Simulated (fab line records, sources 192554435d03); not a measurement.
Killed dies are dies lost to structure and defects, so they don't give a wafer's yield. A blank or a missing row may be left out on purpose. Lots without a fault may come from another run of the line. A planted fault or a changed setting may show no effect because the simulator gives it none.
fab line records | flow n5_finfet
record lots=7 wafers=21
route steps=1938 shown BEOL_M0_SAQP@686 BEOL_M1@754 BEOL_M2@882 BEOL_M4@1028 BEOL_M5@1112
start_h: hours from the record's first day to the start of the lot's first wafer shown | wait_h: hours since the lot's step before | " the same as in the row above | L1.1+2: a row that stands for several wafers | - no value, or no start given | * or withheld: withheld | < > ~ a bound
route shown NAME@n: a module of which the file shows steps, and the number in the route of the first | usual: mean/standard deviation of fault-free wafers | same: alike in all rows | chamber/n: place in a boat | sites: the reading at each site | _std_site: their standard deviation | _edge_site: outer sites' mean less inner sites' | radius_mm: how far each site lies from the wafer's centre | mask NAME#n: copy n | behind: the tool/chamber that last shaped the wafer | hold: why the lot was held/for how many hours/how that ended | device: the transistor (n, p or np) that didn't switch | end of line: the same wafers' tests at the end of the route | a step without rows: its recipe alone | killed: dies lost to structure and defects at the first sort, not the wafer's yield | map: a wafer's dies, x killed, . not, _ none there
set.NAME: the setting as run; set.NAME@STEP: as run at that earlier step | model.NAME: the simulator's own value behind a step, which no gauge read
lots whose settings were changed on purpose; a table a step, a row a wafer
## steps
# step N5_BEOL_M0_SAQP_EXPOSE_37
# recipe mask_id=M0_CUT1 na=0.33 source_shape=annular sigma_inner=0.35 sigma_outer=0.8 polarization=unpolarized target_cd_nm=30 dose_mj=44.75
# columns lot.wafer tool chamber start_h wait_h mask set.dose_mj
L074.2+3+6 euv_scanner-02 0 115.94 - M0_CUT1#0 44.75
L076.1 euv_scanner-01 0 124.99 - M0_CUT1#0 42.13
L076.4+6 " 0 " " M0_CUT1#0 44.75
L077.1+4 euv_scanner-01 0 130.13 - M0_CUT1#0 41.84
L077.5 " 0 " " M0_CUT1#0 44.75
L081.1+3+5 euv_scanner-02 0 150.14 - M0_CUT1#0 44.75
L082.2+4+5 euv_scanner-01 0 161.77 - M0_CUT1#0 44.75
L089.1+3 euv_scanner-02 0 205.87 - M0_CUT1#0 44.75
L089.2 " 0 " " M0_CUT1#0 42.22
L090.2+3+5 euv_scanner-02 0 210.46 - M0_CUT1#0 44.75
# step N5_BEOL_M0_SAQP_PEB_38
# recipe peb_temp_c=100 peb_time_s=60 resist=CAR-EUV
# step N5_BEOL_M0_SAQP_DEVELOP_39
# recipe develop_time_s=30 developer=TMAH resist=CAR-EUV rinse_liquid=surfactant_rinse dry=air_spin dev_temp_c=23
# step N5_BEOL_M0_SAQP_CD_MEAS_40
# recipe target_cd_nm=30 landing_energy_ev=500 detector=se_inlens
# usual cd_nm=29.88/0.23
# columns lot.wafer tool chamber start_h wait_h set.dose_mj@BEOL_M0_SAQP_EXPOSE_37 cd_nm
L074.2 cd_sem-03 0 116.07 - 44.75 30.18
L074.3 " 0 " " 44.75 29.87
L074.6 " 0 " " 44.75 29.94
L076.1 cd_sem-02 0 125.12 - 42.13 28.63
L076.4 " 0 " " 44.75 29.84
L076.6 " 0 " " 44.75 29.70
L077.1 cd_sem-02 0 130.27 - 41.84 28.12
L077.4 " 0 " " 41.84 28.76
L077.5 " 0 " " 44.75 29.72
L081.1 cd_sem-02 0 150.28 - 44.75 29.67
L081.3 " 0 " " 44.75 29.70
L081.5 " 0 " " 44.75 29.91
L082.2 cd_sem-03 0 161.90 - 44.75 29.76
L082.4 " 0 " " 44.75 29.83
L082.5 " 0 " " 44.75 29.64
L089.1 cd_sem-01 0 206.00 - 44.75 30.05
L089.2 " 0 " " 42.22 28.52
L089.3 " 0 " " 44.75 29.83
L090.2 cd_sem-03 0 210.58 - 44.75 29.74
L090.3 " 0 " " 44.75 30.15
L090.5 " 0 " " 44.75 30.20
# step N5_BEOL_M0_SAQP_DESCUM_45
# recipe chemistry=O2 time_s=7 source_power_w=50 bias_power_w=20 pressure_mtorr=20 rf_frequency_hz=2.712e+07 temp_c=40 resist=CAR-EUV o2_flow_sccm=225
# columns lot.wafer tool chamber start_h wait_h set.dose_mj@BEOL_M0_SAQP_EXPOSE_37 model.BEOL_M0_SAQP.cd_nm
L074.2+6 rie_diel-04 0,3 116.19 0.0 44.75 29.8
L074.3 " 2 " " 44.75 30.2
L076.1 rie_diel-01 3 125.24 0.0 42.13 28.6
L076.4 " 1 " " 44.75 30.4
L076.6 " 0 " " 44.75 29.8
L077.1 rie_diel-01 1 130.39 0.0 41.84 28.8
L077.4 " 3 " " 41.84 28.4
L077.5 " 0 " " 44.75 30
L081.1+3+5 rie_diel-04 0,1,0 150.67 0.3 44.75 29.6
L082.2 rie_diel-04 1 162.39 0.4 44.75 29.8
L082.4 " 0 " " 44.75 29.6
L082.5 " 2 " " 44.75 30
L089.1 rie_diel-05 0 206.42 0.3 44.75 30
L089.2 " 3 " " 42.22 28.6
L089.3 " 1 " " 44.75 29.8
L090.2+3 rie_diel-05 3,1 211.99 1.3 44.75 30
L090.5 " 1 " " 44.75 30.2
# step N5_BEOL_M0_SAQP_ETCH_88
# recipe chemistry=N2/H2 target=underlayer target_depth_a=65 time_s=5.2 ion_energy_ev=200 mask_material=CAR-EUV pressure_mtorr=30 source_w=840 bias_w=150 n2_flow_sccm=200 h2_flow_sccm=200 ends=cleared
# columns lot.wafer tool chamber start_h wait_h set.dose_mj@BEOL_M0_SAQP_EXPOSE_37 model.BEOL_M0_SAQP.cd_nm
L074.2+6 rie_diel-04 0,3 116.22 0.0 44.75 29.8
L074.3 " 2 " " 44.75 30
L076.1 rie_diel-01 3 125.28 0.0 42.13 28.8
L076.4 " 1 " " 44.75 30.4
L076.6 " 0 " " 44.75 29.8
L077.1 rie_diel-01 1 130.42 0.0 41.84 28.8
L077.4 " 3 " " 41.84 28.6
L077.5 " 0 " " 44.75 30
L081.1 rie_diel-04 0 150.71 0.0 44.75 29.6
L081.3 " 1 " " 44.75 29.8
L081.5 " 0 " " 44.75 29.4
L082.2 rie_diel-04 1 162.42 0.0 44.75 29.8
L082.4 " 0 " " 44.75 29.6
L082.5 " 2 " " 44.75 30
L089.1 rie_diel-05 0 206.46 0.0 44.75 29.8
L089.2 " 3 " " 42.22 28.6
L089.3 " 1 " " 44.75 29.6
L090.2+3 rie_diel-05 3,1 212.02 0.0 44.75 30
L090.5 " 1 " " 44.75 30.2
# step N5_BEOL_M0_SAQP_ETCH_73
# recipe chemistry=CF4 target=SiARC target_depth_a=195 mask_material=CAR-EUV time_s=32.5 ion_energy_ev=80 pressure_mtorr=40 source_w=545 bias_w=36 Ar_flow_sccm=100 cf4_flow_sccm=100 ends=cleared
# step N5_BEOL_M0_SAQP_CUT_ETCH_46
# recipe chemistry=N2/H2 target=SOC target_depth_a=1350 overetch_a=270 temp_c=40 time_s=202.5 ion_energy_ev=200 mask_material=SiARC pressure_mtorr=30 source_w=840 bias_w=150 n2_flow_sccm=200 h2_flow_sccm=200
# columns lot.wafer tool chamber start_h wait_h set.dose_mj@BEOL_M0_SAQP_EXPOSE_37 model.BEOL_M0_SAQP.cd_nm
L074.2 rie_diel-04 0 116.27 0.0 44.75 29.4
L074.3 " 2 " " 44.75 30
L074.6 " 3 " " 44.75 30.2
L076.1 rie_diel-01 3 125.33 0.0 42.13 29
L076.4 " 1 " " 44.75 30.2
L076.6 " 0 " " 44.75 30.4
L077.1 rie_diel-01 1 130.47 0.0 41.84 28.2
L077.4 " 3 " " 41.84 28.4
L077.5 " 0 " " 44.75 30.2
L081.1+3+5 rie_diel-04 0,1,0 150.76 0.0 44.75 29.4
L082.2+4 rie_diel-04 1,0 162.47 0.0 44.75 29.4
L082.5 " 2 " " 44.75 30.2
L089.1 rie_diel-05 0 206.51 0.0 44.75 29.6
L089.2 " 3 " " 42.22 28
L089.3 " 1 " " 44.75 29.4
L090.2 rie_diel-05 3 212.07 0.0 44.75 29.6
L090.3+5 " 1 " " 44.75 29.8
# step N5_BEOL_M0_SAQP_STRIP_74
# recipe chemistry=N2/H2 temp_c=40 n2_flow_sccm=200 h2_flow_sccm=200 rf_frequency_hz=6e+07
# step N5_BEOL_M0_SAQP_STRIP_89
# recipe chemistry=N2/H2 temp_c=40 n2_flow_sccm=200 h2_flow_sccm=200 rf_frequency_hz=6e+07
# step N5_BEOL_M0_SAQP_ALD_48
# recipe material=SiO2 target_thk_a=200 temp_c=100 ald_precursor_family=BDEAS ald_co_reactant=O2-plasma pulse_time_s=1 co_reactant_pulse_time_s=1 purge_time_s=2 co_reactant_purge_time_s=2 ald_cycles=139 pressure_torr=2
# step N5_BEOL_M0_SAQP_ETCH_49
# recipe chemistry=CF4/O2 target_depth_a=370 target=SiO2 pressure_mtorr=40 source_w=535 bias_w=49 Ar_flow_sccm=100 cf4_flow_sccm=100 O2_flow_sccm=10 ion_energy_ev=100
# columns lot.wafer tool chamber start_h wait_h set.dose_mj@BEOL_M0_SAQP_EXPOSE_37 model.BEOL_M0_SAQP.cd_nm
L074.2 rie_diel-05 2 117.36 0.3 44.75 29.4
L074.3 " 1 " " 44.75 30
L074.6 " 2 " " 44.75 30.2
L076.1 rie_diel-04 1 126.05 0.3 42.13 29
L076.4 " 3 " " 44.75 30.2
L076.6 " 2 " " 44.75 30.6
L077.1 rie_diel-05 3 131.53 0.5 41.84 28.4
L077.4 " 2 " " 41.84 28.2
L077.5 " 0 " " 44.75 30.2
L081.1+3 rie_diel-04 2,0 151.61 0.3 44.75 29.6
L081.5 " 1 " " 44.75 29.4
L082.2+4 rie_diel-04 2,3 163.97 0.3 44.75 29.6
L082.5 " 1 " " 44.75 30.2
L089.1+3 rie_diel-05 2,1 207.45 0.4 44.75 29.4
L089.2 " 0 " " 42.22 27.8
L090.2+5 rie_diel-04 0,1 212.84 0.3 44.75 29.6
L090.3 " 1 " " 44.75 29.8
# step N5_BEOL_M1_HM_DEP_02
# recipe material=TiN target_thk_a=200 temp_c=25 chamber_pressure_pa=0.49996
# columns lot.wafer tool chamber start_h wait_h set.target_thk_a model.TiN_of_BEOL_M1_HM_DEP_02.thk_nm
L074.2 pvd_sputter-02 - 122.55 0.1 200 20.6
L074.3+6 " - " " 200 20
L076.1+6 pvd_sputter-03 - 134.12 0.4 200 20.2
L076.4 " - " " 185.8 18.6
L077.1 pvd_sputter-02 - 138.25 0.7 178 18
L077.4 " - " " 200 20.4
L077.5 " - " " 200 20
L081.1 pvd_sputter-03 - 160.74 1.7 200 19.6
L081.3 " - " " 186.4 18.8
L081.5 " - " " 200 19.8
L082.2+5 pvd_sputter-01 - 178.68 0.7 200 19.6
L082.4 " - " " 200 20
L089.1 pvd_sputter-02 - 212.76 0.9 192.3 19.2
L089.2 " - " " 200 19.8
L089.3 " - " " 200 20.4
L090.2 pvd_sputter-02 - 221.08 2.1 200 20.6
L090.3 " - " " 200 20
L090.5 " - " " 216.3 21.6
# step N5_BEOL_M1_COAT_61
# recipe resist=SOC temp_c=250 time_s=60 spin_rpm=1500 resist_thk_nm=60
# step N5_BEOL_M1_COAT_62
# recipe resist=SiARC temp_c=220 time_s=60 spin_rpm=1500 resist_thk_nm=12
# step N5_BEOL_M1_STRIP_75
# recipe chemistry=N2/H2 temp_c=40 n2_flow_sccm=200 h2_flow_sccm=200 rf_frequency_hz=6e+07
# step N5_BEOL_M1_STRIP_66
# recipe chemistry=CF4 resist=SiARC power_w=300 bias_power_w=75 pressure_mtorr=50 cf4_flow_sccm=150 rf_frequency_hz=6e+07
# step N5_BEOL_M1_HM_OPEN_17
# recipe chemistry=Cl2/BCl3 target_depth_a=200 overetch_a=60 target=TiN mask_material=SOC ion_energy_ev=150 pressure_mtorr=10 icp_w=1000 bias_w=126 Cl2_flow_sccm=53.25 bcl3_flow_sccm=21.75 Ar_flow_sccm=25
# columns lot.wafer tool chamber start_h wait_h set.target_thk_a@BEOL_M1_HM_DEP_02 model.etch.depth_nm
L074.2 rie_metal-03 1 123.45 0.0 200 20.65
L074.3 " 0 " " 200 19.93
L074.6 " 0 " " 200 20.07
L076.1 rie_metal-02 1 134.88 0.0 200 20.18
L076.4 " 1 " " 185.8 18.57
L076.6 " 1 " " 200 20.25
L077.1 rie_metal-02 0 139.01 0.0 178 17.93
L077.4 " 0 " " 200 20.44
L077.5 " 1 " " 200 20.01
L081.1 rie_metal-02 1 161.62 0.0 200 19.57
L081.3 " 0 " " 186.4 18.87
L081.5 " 1 " " 200 19.7
L082.2 rie_metal-02 0 179.57 0.0 200 19.59
L082.4 " 1 " " 200 19.92
L082.5 " 0 " " 200 19.52
L089.1 rie_metal-03 0 214.90 0.0 192.3 19.13
L089.2 " 1 " " 200 19.82
L089.3 " 1 " " 200 20.33
L090.2 rie_metal-03 0 222.10 0.0 200 20.7
L090.3 " 1 " " 200 20.06
L090.5 " 0 " " 216.3 21.66
# step N5_BEOL_M2_ALD_98
# recipe material=SiO2 target_thk_a=25 temp_c=100 ald_precursor_family=BDEAS ald_co_reactant=O2-plasma pulse_time_s=1 co_reactant_pulse_time_s=1 purge_time_s=2 co_reactant_purge_time_s=2 ald_cycles=17 pressure_torr=2
# columns lot.wafer tool chamber start_h wait_h set.ald_cycles model.SiO2_of_BEOL_M2_ALD_98.thk_nm
L074.2+3+6 ald_sin-03 3,2,2 133.77 0.1 17 2.6
L076.1 ald_sin-04 1 146.32 0.1 19 2.8
L076.4 " 3 " " 17 2.6
L076.6 " 3 " " 17 2.4
L077.1+5 ald_sin-03 1,3 148.33 0.1 16 2.4
L077.4 " 3 " " 17 2.4
L081.1+3 ald_sin-01 2,1 180.25 0.6 16 2.4
L081.5 " 3 " " 17 2.6
L082.2 ald_sin-01 0 189.34 0.1 17 2.4
L082.4 " 3 " " 15 2.2
L082.5 " 1 " " 17 2.6
L089.1+3 ald_sin-01 3,2 223.83 0.3 20 3
L089.2 " 0 " " 17 2.4
L090.2+3+5 ald_sin-03 2,3,1 230.87 0.3 17 2.6
# step N5_BEOL_M4_COAT_05
# recipe resist=CAR-EUV spin_rpm=1500 resist_thk_nm=30
# columns lot.wafer tool chamber start_h wait_h set.spin_rpm model.CAR-EUV_of_BEOL_M4_COAT_05.thk_nm
L074.2+3+6 litho_track-04 0 - - 1500 30.2
L076.1+4+6 litho_track-04 0 - - 1345 31.8
L077.1+5 litho_track-04 0 - - 1500 30.2
L077.4 " 0 " " 1500 30
L081.1+3+5 litho_track-03 0 - - 1500 30
L082.2+4+5 litho_track-05 0 - - 1500 30
L089.1 litho_track-04 0 - - 1500 29.8
L089.2+3 " 0 " " 1593 29
L090.2+3 litho_track-03 0 - - 1446 30.4
L090.5 " 0 " " 1500 30
# step N5_BEOL_M4_EBR_07
# recipe solvent=PGMEA ebr_width_mm=1.5
# step N5_BEOL_M4_SOFTBAKE_06
# recipe temp_c=110 time_s=60 resist=CAR-EUV
# step N5_BEOL_M4_DESCUM_16
# recipe chemistry=O2 time_s=7 source_power_w=50 bias_power_w=20 pressure_mtorr=20 rf_frequency_hz=2.712e+07 temp_c=40 resist=CAR-EUV o2_flow_sccm=225
# step N5_BEOL_M4_ETCH_74
# recipe chemistry=N2/H2 target=underlayer target_depth_a=65 mask_material=CAR-EUV time_s=5.2 ion_energy_ev=200 pressure_mtorr=30 source_w=840 bias_w=150 n2_flow_sccm=200 h2_flow_sccm=200 ends=cleared
# columns lot.wafer tool chamber start_h wait_h set.spin_rpm@BEOL_M4_COAT_05 model.CAR-EUV_of_BEOL_M4_COAT_05.thk_nm
L074.2+3 rie_diel-02 1,3 154.88 0.0 1500 20.4
L074.6 " 3 " " 1500 20.6
L076.1+4 rie_diel-02 0,1 162.35 0.0 1345 22
L076.6 " 2 " " 1345 22.2
L077.1+5 rie_diel-02 1,3 165.48 0.0 1500 20.6
L077.4 " 2 " " 1500 20.4
L081.1+3+5 rie_diel-06 0,3,1 200.14 0.0 1500 20.4
L082.2+5 rie_diel-06 0,2 211.15 0.0 1500 20.4
L082.4 " 2 " " 1500 20.2
L089.1 rie_diel-03 0 247.20 0.0 1500 20.2
L089.2+3 " 2,1 " " 1593 19.4
L090.2 rie_diel-03 2 257.86 0.0 1446 21
L090.3 " 0 " " 1446 20.8
L090.5 " 1 " " 1500 20.4
# step N5_BEOL_M5_ILD_DEP_00
# recipe material=SiCOH_lowk target_thk_a=1406.4 temp_c=300 precursor=DEMS/porogen pressure_torr=5 rf_w=500 time_s=25.9
# columns lot.wafer tool chamber start_h wait_h set.time_s model.SiCOH_lowk_of_BEOL_M5_ILD_DEP_00.thk_nm
L074.2 pecvd-01 0 163.21 0.7 25.9 140.8
L074.3 " 2 " " 25.9 141.4
L074.6 " 0 " " 25.9 143
L076.1 pecvd-02 2 183.74 0.8 25.9 138.8
L076.4 " 2 " " 27.73 150.8
L076.6 " 0 " " 27.73 153.4
L077.1 pecvd-02 0 184.28 0.8 25.9 139.6
L077.4 " 1 " " 25.9 142.4
L077.5 " 2 " " 25.9 142
L081.1 pecvd-02 0 207.77 0.8 25.9 140.4
L081.3 " 2 " " 25.9 139.6
L081.5 " 0 " " 22.63 125.8
L082.2 pecvd-01 1 217.93 0.7 25.9 136.2
L082.4 " 1 " " 25.9 140.2
L082.5 " 0 " " 25.9 140.4
L089.1 pecvd-04 1 258.88 0.8 29.15 158.6
L089.2 " 2 " " 29.15 154.4
L089.3 " 0 " " 25.9 139.6
L090.2 pecvd-04 0 267.52 0.7 22.8 123
L090.3 " 1 " " 22.8 127.2
L090.5 " 1 " " 22.8 129.2
# step N5_BEOL_M5_CURE_79
# recipe temp_c=385 time_s=240 ambient=He/Ar material=SiCOH_lowk
# columns lot.wafer tool chamber start_h wait_h set.time_s@BEOL_M5_ILD_DEP_00 model.SiCOH_lowk_of_BEOL_M5_ILD_DEP_00.thk_nm
L074.2 uv_cure-02 1 163.35 0.1 25.9 121
L074.3 " 1 " " 25.9 121.6
L074.6 " 1 " " 25.9 123.2
L076.1 uv_cure-02 1 183.80 0.0 25.9 119.4
L076.4 " 1 " " 27.73 129.8
L076.6 " 1 " " 27.73 132
L077.1 uv_cure-01 1 184.34 0.0 25.9 120
L077.4 " 1 " " 25.9 122.6
L077.5 " 1 " " 25.9 122.2
L081.1 uv_cure-02 2 207.83 0.0 25.9 120.8
L081.3 " 2 " " 25.9 120
L081.5 " 2 " " 22.63 108.2
L082.2 uv_cure-02 1 218.07 0.1 25.9 117.2
L082.4 " 1 " " 25.9 120.6
L082.5 " 1 " " 25.9 120.8
L089.1 uv_cure-02 0 258.94 0.0 29.15 136.6
L089.2 " 0 " " 29.15 133
L089.3 " 0 " " 25.9 120
L090.2 uv_cure-03 1 267.67 0.1 22.8 105.8
L090.3 " 1 " " 22.8 109.4
L090.5 " 1 " " 22.8 111
# step N5_BEOL_M5_THK_MEAS_01
# recipe reads=SiCOH_lowk_of_BEOL_M5_ILD_DEP_00
# usual M5_ILD_THK=121.3/1.7
# columns lot.wafer tool chamber start_h wait_h set.time_s@BEOL_M5_ILD_DEP_00 M5_ILD_THK[nm]
L074.2 film_metro-01 - 163.79 0.4 25.9 121.2
L074.3 " - " " 25.9 121.7
L074.6 " - " " 25.9 123.2
L076.1 film_metro-01 - 184.31 0.4 25.9 119.4
L076.4 " - " " 27.73 129.8
L076.6 " - " " 27.73 132.1
L077.1 film_metro-01 - 185.33 0.8 25.9 119.9
L077.4 " - " " 25.9 122.5
L077.5 " - " " 25.9 122.1
L081.1 film_metro-01 - 208.35 0.4 25.9 120.7
L081.3 " - " " 25.9 120.1
L081.5 " - " " 22.63 108.1
L082.2 film_metro-02 - 218.51 0.4 25.9 117.3
L082.4 " - " " 25.9 120.6
L082.5 " - " " 25.9 120.9
L089.1 film_metro-01 - 260.89 1.6 29.15 136.6
L089.2 " - " " 29.15 133.0
L089.3 " - " " 25.9 120.0
L090.2 film_metro-01 - 268.10 0.4 22.8 105.6
L090.3 " - " " 22.8 109.4
L090.5 " - " " 22.8 110.9
# step N5_BEOL_M5_TRENCH_ETCH_37
# recipe chemistry=C4F6/O2 target_depth_a=716.52 target=SiCOH_lowk time_s=24.7 ion_energy_ev=250 pressure_mtorr=30 source_w=345 bias_w=185 Ar_flow_sccm=300 C4F6_flow_sccm=10 O2_flow_sccm=10
# usual rf_vpp_V=664/15
# columns lot.wafer tool chamber start_h wait_h set.source_w rf_vpp_V
L074.2 rie_diel-01 2 - - 345 668
L074.3 " 1 " " 345 675
L074.6 " 0 " " 345 653
L076.1 rie_diel-01 1 - - 292.4 735
L076.4 " 3 " " 292.4 700
L076.6 " 3 " " 345 644
L077.1 rie_diel-04 3 - - 345 693
L077.4 " 0 " " 324.9 681
L077.5 " 1 " " 324.9 695
L081.1 rie_diel-05 0 - - 345 655
L081.3 " 3 " " 345 660
L081.5 " 3 " " 345 658
L082.2 rie_diel-05 2 - - 295.5 744
L082.4 " 0 " " 345 657
L082.5 " 0 " " 345 657
L089.1 rie_diel-01 0 - - 361.1 637
L089.2 " 2 " " 345 666
L089.3 " 1 " " 345 677
L090.2 rie_diel-04 2 - - 394 609
L090.3 " 0 " " 394 617
L090.5 " 2 " " 345 652
# step N5_BEOL_M5_ETCH_41
# recipe chemistry=CH3F/O2 target=SiCN target_depth_a=315 taper_deg=2 time_s=56.7 ion_energy_ev=120 mask_material=TiN pressure_mtorr=30 source_w=395 bias_w=75 Ar_flow_sccm=150 CH3F_flow_sccm=30 O2_flow_sccm=20
# usual rf_vpp_V=297.8/1.2
# columns lot.wafer tool chamber start_h wait_h set.source_w rf_vpp_V
L074.2 rie_diel-01 2 - - 395 295.3
L074.3 " 1 " " 395 299.5
L074.6 " 0 " " 395 296.1
L076.1 rie_diel-01 1 - - 395 299.0
L076.4 " 3 " " 395 297.4
L076.6 " 3 " " 395 295.2
L077.1 rie_diel-04 3 - - 395 296.9
L077.4 " 0 " " 395 298.1
L077.5 " 1 " " 395 298.1
L081.1 rie_diel-05 0 - - 413.5 295.0
L081.3 " 3 " " 395 298.5
L081.5 " 3 " " 395 298.1
L082.2 rie_diel-05 2 - - 395 298.9
L082.4 " 0 " " 395 298.1
L082.5 " 0 " " 366.1 305.4
L089.1 rie_diel-01 0 - - 395 297.2
L089.2 " 2 " " 427.8 287.7
L089.3 " 1 " " 395 299.3
L090.2 rie_diel-04 2 - - 437.3 287.8
L090.3 " 0 " " 395 298.3
L090.5 " 2 " " 395 296.8
## key
split step=N5_BEOL_M0_SAQP_EXPOSE_37 setting=dose_mj stated=44.75 by=wafer
response step=N5_BEOL_M0_SAQP_CD_MEAS_40 reading=cd_nm change=+0.212 per=1% r=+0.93
response step=N5_BEOL_M0_SAQP_DESCUM_45 reading=model.BEOL_M0_SAQP.cd_nm change=+0.233 per=1% r=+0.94
response step=N5_BEOL_M0_SAQP_ETCH_88 reading=model.BEOL_M0_SAQP.cd_nm change=+0.205 per=1% r=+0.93
response step=N5_BEOL_M0_SAQP_CUT_ETCH_46 reading=model.BEOL_M0_SAQP.cd_nm change=+0.262 per=1% r=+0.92
response step=N5_BEOL_M0_SAQP_ETCH_49 reading=model.BEOL_M0_SAQP.cd_nm change=+0.273 per=1% r=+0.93
split step=N5_BEOL_M1_HM_DEP_02 setting=target_thk_a stated=200 by=wafer
response step=N5_BEOL_M1_HM_DEP_02 reading=model.TiN_of_BEOL_M1_HM_DEP_02.thk_nm change=+0.186 per=1% r=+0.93
response step=N5_BEOL_M1_HM_OPEN_17 reading=model.etch.depth_nm change=+0.188 per=1% r=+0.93
split step=N5_BEOL_M2_ALD_98 setting=ald_cycles stated=17 by=wafer
response step=N5_BEOL_M2_ALD_98 reading=model.SiO2_of_BEOL_M2_ALD_98.thk_nm change=+0.0286 per=1% r=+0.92
split step=N5_BEOL_M4_COAT_05 setting=spin_rpm stated=1500 by=wafer
response step=N5_BEOL_M4_COAT_05 reading=model.CAR-EUV_of_BEOL_M4_COAT_05.thk_nm change=-0.125 per=1% r=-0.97
response step=N5_BEOL_M4_ETCH_74 reading=model.CAR-EUV_of_BEOL_M4_COAT_05.thk_nm change=-0.132 per=1% r=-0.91
split step=N5_BEOL_M5_ILD_DEP_00 setting=time_s stated=25.9 by=wafer
response step=N5_BEOL_M5_ILD_DEP_00 reading=model.SiCOH_lowk_of_BEOL_M5_ILD_DEP_00.thk_nm change=+1.32 per=1% r=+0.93
response step=N5_BEOL_M5_CURE_79 reading=model.SiCOH_lowk_of_BEOL_M5_ILD_DEP_00.thk_nm change=+1.15 per=1% r=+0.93
response step=N5_BEOL_M5_THK_MEAS_01 reading=M5_ILD_THK change=+1.15 per=1% r=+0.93
split step=N5_BEOL_M5_TRENCH_ETCH_37 setting=source_w stated=345 by=wafer
response step=N5_BEOL_M5_TRENCH_ETCH_37 reading=rf_vpp_V change=-4.38 per=1% r=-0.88
split step=N5_BEOL_M5_ETCH_41 setting=source_w stated=395 by=wafer
response step=N5_BEOL_M5_ETCH_41 reading=rf_vpp_V change=-0.997 per=1% r=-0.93
